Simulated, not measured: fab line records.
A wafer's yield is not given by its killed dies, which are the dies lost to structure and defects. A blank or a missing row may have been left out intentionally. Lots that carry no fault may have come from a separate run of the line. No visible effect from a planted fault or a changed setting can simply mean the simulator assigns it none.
Check of tool commonality | flow n5Finfet | Lots sampled 11, wafers sampled 33

REASON FOR OPENING
At N5_BEOL_M1_OVL_MEAS_29 the reading V0_OVL is flagged on 2 of 11 lots. Fault-free wafers read 0.5 nm, with a standard deviation of 0.71.
Rule: a lot is flagged in two cases, either no wafer of it has a number, or all its wafers with numbers fall more than 4 standard deviations from that mean. The rest of the lots are taken to be sound.

lot  | measured     | on         | V0_OVL (nm), wafer by wafer | flag
L479 | day 6 05:01  | overlay-02 | 0.8 0.0 0.8                 | 
L481 | day 6 12:11  | overlay-01 | 0.6 0.5 0.2                 | 
L482 | day 6 18:22  | overlay-01 | 0.2 1.1 0.1                 | 
L485 | day 7 11:04  | overlay-01 | 0.3 0.8 2.0                 | 
L486 | day 7 16:53  | overlay-02 | 0.1 0.1 -0.5                | 
L487 | day 8 01:01  | overlay-01 | 1.7 1.7 0.4                 | 
L490 | day 9 08:13  | overlay-01 | 7.5 6.3 6.0                 | FLAGGED
L492 | day 10 07:53 | overlay-01 | 7.1 6.3 7.3                 | FLAGGED
L499 | day 11 07:33 | overlay-02 | -0.1 -1.1 -0.1              | 
L500 | day 11 13:59 | overlay-01 | -0.3 -0.4 0.7               | 
L501 | day 11 20:13 | overlay-01 | 0.3 -0.2 0.0                | 
The mean of the flagged lots' numbers is 6.8 nm, +6.2 nm from the usual (+9 standard deviations).

WHICH TOOL EACH LOT WENT THROUGH
The record keeps 1 process step preceding the reading, out of 1938 steps on the route. Read each cell as the tool, then ch plus the chambers that the sampled wafers visited, then the start.
lot  | flag    | N5_BEOL_M1_EXPOSE_25
L479 |         | euvScanner-02 ch 0, day 6 04:50
L481 |         | euvScanner-01 ch 0, day 6 12:01
L482 |         | euvScanner-02 ch 0, day 6 18:11
L485 |         | euvScanner-01 ch 0, day 7 10:54
L486 |         | euvScanner-02 ch 0, day 7 16:43
L487 |         | euvScanner-02 ch 0, day 8 00:50
L490 | FLAGGED | euvScanner-01 ch 0, day 9 08:02
L492 | FLAGGED | euvScanner-01 ch 0, day 10 07:43
L499 |         | euvScanner-02 ch 0, day 11 07:22
L500 |         | euvScanner-02 ch 0, day 11 13:49
L501 |         | euvScanner-02 ch 0, day 11 20:03
What is done by these steps:
- N5_BEOL_M1_EXPOSE_25: exposes mask V0, defocus 5 nm, target cd 24 nm.
- N5_BEOL_M1_OVL_MEAS_29

FLAGGED OVER TOTAL, TOOL BY TOOL (the gauges that took the reading come last)
step                   | tool          | lots run | flagged | share of the flagged lots | sound lots run after its first flagged lot
N5_BEOL_M1_EXPOSE_25   | euvScanner-01 | 4        | 2       | all                       | 0
N5_BEOL_M1_EXPOSE_25   | euvScanner-02 | 7        | 0       | none                      | -
N5_BEOL_M1_OVL_MEAS_29 | overlay-01    | 8        | 2       | all                       | 2 (L500,L501)
N5_BEOL_M1_OVL_MEAS_29 | overlay-02    | 3        | 0       | none                      | -

WHAT IS ALLOWED BY THE TABLE
Every flagged lot went through 2 rows of the table: euvScanner-01 at N5_BEOL_M1_EXPOSE_25 and overlay-01 at N5_BEOL_M1_OVL_MEAS_29.
- euvScanner-01 at N5_BEOL_M1_EXPOSE_25: 2 of its 4 lots flagged. Its last sound lot is L485 (day 7 10:54), its first flagged lot L490 (day 9 08:02): a fault that began between those two fits.
- overlay-01 at N5_BEOL_M1_OVL_MEAS_29: 2 of its 8 lots flagged. Sound lots followed the first flagged one (L500, L501) on it, something a lasting fault affecting the whole tool could not allow.
Just one tool remains: euvScanner-01 at N5_BEOL_M1_EXPOSE_25.

WHAT WAS PUT IN BY THE SIMULATOR
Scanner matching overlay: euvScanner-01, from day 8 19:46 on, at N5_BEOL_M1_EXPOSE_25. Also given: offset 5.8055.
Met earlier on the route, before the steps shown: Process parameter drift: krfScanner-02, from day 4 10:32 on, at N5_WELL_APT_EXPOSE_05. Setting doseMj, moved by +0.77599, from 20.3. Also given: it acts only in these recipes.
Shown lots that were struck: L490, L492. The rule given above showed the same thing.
